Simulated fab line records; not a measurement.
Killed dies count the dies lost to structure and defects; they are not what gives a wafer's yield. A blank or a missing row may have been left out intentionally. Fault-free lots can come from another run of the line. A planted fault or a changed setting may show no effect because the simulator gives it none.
Chamber matching || flow nand_harc || cmp-02 running NHARC_A_DECK1_JOINT_CMP_02: 4 sister chambers
The step polishes SiOx. 14 wafers are shown with their chamber, then 7 later ones without.

WAFERS, EACH WITH ITS CHAMBER
{"wafer": "L744.1", "chamber": 0, "motor_current_A (A)": 11.0, "slurry_flow_ml_min": 150.3}
{"wafer": "L744.3", "chamber": 3, "motor_current_A (A)": 13.2, "slurry_flow_ml_min": 150.1}
{"wafer": "L744.5", "chamber": 0, "motor_current_A (A)": 10.8, "slurry_flow_ml_min": 150.0}
{"wafer": "L755.1", "chamber": 3, "motor_current_A (A)": 13.3, "slurry_flow_ml_min": 149.9}
{"wafer": "L755.4", "chamber": 0, "motor_current_A (A)": 11.0, "slurry_flow_ml_min": 150.4}
{"wafer": "L755.5", "chamber": 0, "motor_current_A (A)": 10.5, "slurry_flow_ml_min": 149.4}
{"wafer": "L756.2", "chamber": 1, "motor_current_A (A)": 10.3, "slurry_flow_ml_min": 149.7}
{"wafer": "L756.3", "chamber": 2, "motor_current_A (A)": 13.5, "slurry_flow_ml_min": 150.5}
{"wafer": "L756.5", "chamber": 2, "motor_current_A (A)": 13.9, "slurry_flow_ml_min": 149.6}
{"wafer": "L759.2", "chamber": 1, "motor_current_A (A)": 10.8, "slurry_flow_ml_min": 150.2}
{"wafer": "L759.4", "chamber": 3, "motor_current_A (A)": 12.9, "slurry_flow_ml_min": 150.0}
{"wafer": "L759.5", "chamber": 3, "motor_current_A (A)": 13.5, "slurry_flow_ml_min": 150.3}
{"wafer": "L762.2", "chamber": 1, "motor_current_A (A)": 10.6, "slurry_flow_ml_min": 149.8}
{"wafer": "L762.4", "chamber": 2, "motor_current_A (A)": 14.0, "slurry_flow_ml_min": 151.2}

SIGNATURES, as means of the wafers listed above
{"reading": "motor_current_A", "chamber 0": 10.825, "chamber 1": 10.567, "chamber 2": 13.800, "chamber 3": 13.225, "scatter within a chamber": 0.249}
{"reading": "slurry_flow_ml_min", "chamber 0": 150.025, "chamber 1": 149.900, "chamber 2": 150.433, "chamber 3": 150.075, "scatter within a chamber": 0.461}
Rule: distance of a wafer from a chamber = root of the sum over the readings of ((wafer's reading minus chamber's mean) / reading's scatter) squared. If the next closest chamber is less than 2 further off than the closest, the wafer can't be placed; otherwise it belongs to the closest. The scatter is the square root of a quotient: the sum, over the shown wafers, of each reading's squared deviation from its chamber's mean, divided by wafers minus chambers.

WAFERS WITH NO CHAMBER GIVEN
{"wafer": "L762.6", "motor_current_A (A)": 10.4, "slurry_flow_ml_min": 149.4}
{"wafer": "L765.1", "motor_current_A (A)": 10.5, "slurry_flow_ml_min": 148.8}
{"wafer": "L765.3", "motor_current_A (A)": 13.1, "slurry_flow_ml_min": 149.5}
{"wafer": "L765.6", "motor_current_A (A)": 9.7, "slurry_flow_ml_min": 148.7}
{"wafer": "L766.1", "motor_current_A (A)": 14.0, "slurry_flow_ml_min": 149.6}
{"wafer": "L766.4", "motor_current_A (A)": 10.2, "slurry_flow_ml_min": 150.2}
{"wafer": "L766.5", "motor_current_A (A)": 10.5, "slurry_flow_ml_min": 149.8}

THE CHAMBER EACH PASSED THROUGH
{"wafer": "L762.6", "from the rows above": "can't be placed: 1 or 0", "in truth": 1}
{"wafer": "L765.1", "from the rows above": "can't be placed: 1 or 0", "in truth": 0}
{"wafer": "L765.3", "from the rows above": 3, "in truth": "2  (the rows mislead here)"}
{"wafer": "L765.6", "from the rows above": "can't be placed: 1 or 0", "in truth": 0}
{"wafer": "L766.1", "from the rows above": "can't be placed: 2 or 3", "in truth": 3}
{"wafer": "L766.4", "from the rows above": "can't be placed: 1 or 0", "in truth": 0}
{"wafer": "L766.5", "from the rows above": "can't be placed: 1 or 0", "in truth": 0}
0 of 7 placed correctly. Can't be placed from these rows: 6 (the true chamber is among the candidates in 6). Number placed wrongly: 1.
